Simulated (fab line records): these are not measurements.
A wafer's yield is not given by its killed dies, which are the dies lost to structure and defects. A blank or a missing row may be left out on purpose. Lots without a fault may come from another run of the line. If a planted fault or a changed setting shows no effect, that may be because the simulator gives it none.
A single fault, viewed from 3 desks :: flow n5-finfet :: what lay behind the numbers comes last; until then each desk has only its own

THE METROLOGY DESK
Means of the sampled wafers that have a number, per lot and without regard to the tool the lot ran on: this is what the gauges read. A lot is out of limits, marked OUT, if its mean lies more than 4 standard deviations from the usual mean; the brackets give that distance. Readings shown: 7 of its 12, picked as those furthest out on some lot.
Columns: A = V0_OVL at N5_BEOL_M1_OVL_MEAS_29, usual 0.1 nm; B = DIBL_P at N5_BEOL_M4_RC_MEAS_101, usual 36.0 mV/V; C = IOFF_N at N5_BEOL_M4_RC_MEAS_101, usual 0.156 nA/um; D = ION_N at N5_BEOL_M4_RC_MEAS_101, usual 673 uA/um; E = SS_N at N5_BEOL_M4_RC_MEAS_101, usual 71.4 mV/dec; F = VT_N at N5_BEOL_M4_RC_MEAS_101, usual 250 mV; G = VT_P at N5_BEOL_M4_RC_MEAS_101, usual -250 mV
lot: L600
first seen here: day 6 07:20
A: 0.5
B: 36.2
C: 0.165
D: 671
E: 72.1
F: 249
G: -250

lot: L603
first seen here: day 6 23:16
A: 0.1
B: 35.7
C: 0.143
D: 671
E: 71.5
F: 254
G: -254

lot: L604
first seen here: day 7 05:40
A: 0.9
B: 37.1
C: 0.147
D: 670
E: 71.5
F: 252
G: -248

lot: L617
first seen here: day 10 10:52
A: -0.4
B: 37.1
C: 0.170
D: 689
E: 71.9
F: 248
G: -247

lot: L619
first seen here: day 10 20:54
A: -0.6
B: 35.4
C: 0.142
D: 667
E: 70.4
F: 250
G: -252

lot: L623
first seen here: day 11 23:25
A: 0.1
B: 38.6
C: 0.190
D: 697
E: 71.5
F: 247
G: -249
Finding of this desk: none of the 6 lots has anything out of limits.

THE DEFECT DESK
What the inspections along the route counted, lot by lot: means of the sampled wafers that have a number. A lot is out of limits, marked OUT, if its mean lies more than 4 standard deviations from the usual mean; the brackets give that distance.
Columns: A = raw-defect-count at N5_BEOL_M1_INSPECT_30, usual 387
lot: L600
first seen here: day 6 07:25
A: 339

lot: L603
first seen here: day 6 23:21
A: 290

lot: L604
first seen here: day 7 05:45
A: 439

lot: L617
first seen here: day 10 10:58
A: 306

lot: L619
first seen here: day 10 20:59
A: 294

lot: L623
first seen here: day 11 23:30
A: 500
Finding of this desk: none of the 6 lots has anything out of limits.

THE TOOL OWNER'S DESK: rie-diel-02
The tool's own readings at N5_BEOL_M1_VIA_ETCH_34 (etches the open film in C4F6/O2, target depth 67.8 nm, time 64.4 s): means of the sampled wafers that have a number, for each lot that ran on this tool. A lot is out of limits, marked OUT, if its mean lies more than 4 standard deviations from the usual mean; the brackets give that distance.
Columns: A = O2_flow_sccm at N5_BEOL_M1_VIA_ETCH_34, usual 10.00 sccm; B = drypump-motor-current-A at N5_BEOL_M1_VIA_ETCH_34, usual 5.9 A; C = oes-product-au at N5_BEOL_M1_VIA_ETCH_34, usual 0.81 a.u.; D = rf-vpp-V at N5_BEOL_M1_VIA_ETCH_34, usual 661 V; E = run-length-s at N5_BEOL_M1_VIA_ETCH_34, usual 87.8 s; F = showerhead-plenum-p-Torr at N5_BEOL_M1_VIA_ETCH_34, usual 2.86 Torr; G = throttle-valve-pct at N5_BEOL_M1_VIA_ETCH_34, usual 30.74 %
lot: L600
first seen here: day 6 07:50
A: 9.99
B: 6.7
C: 0.82
D: 656
E: 87.8
F: 2.87
G: 30.95

lot: L617
first seen here: day 10 13:21
A: 10.01
B: 6.0
C: 0.90
D: 663
E: 78.4 (-22) OUT
F: 2.89
G: 30.76

lot: L619
first seen here: day 10 22:28
A: 9.99
B: 6.1
C: 0.84
D: 660
E: 78.8 (-21) OUT
F: 2.90
G: 30.71
This desk finds L617, L619 out of limits, L617 being first, at day 10 13:21 (run-length-s at N5_BEOL_M1_VIA_ETCH_34). Within limits: L600.

PUT TOGETHER
The tool owner's desk had the chance to raise an alarm at day 10 13:21 on L617, L619.
Metrology desk: nothing out of limits seen.
Nothing the defect desk looked at was out of limits.
The metrology desk has L617, L619 on record, within its limits.
The defect desk has L617, L619 on record, within its limits.
All the named lots went through N5_BEOL_M1_VIA_ETCH_34 on rie-diel-02.

WHAT WAS PUT IN BY THE SIMULATOR
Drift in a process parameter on rie-diel-02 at N5_BEOL_M1_VIA_ETCH_34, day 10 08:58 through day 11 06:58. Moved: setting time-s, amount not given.
Shown lots that were struck: L617, L619.
How many hours passed from the start of the fault until each desk's first out-of-limits reading: the tool owner's desk, 4.
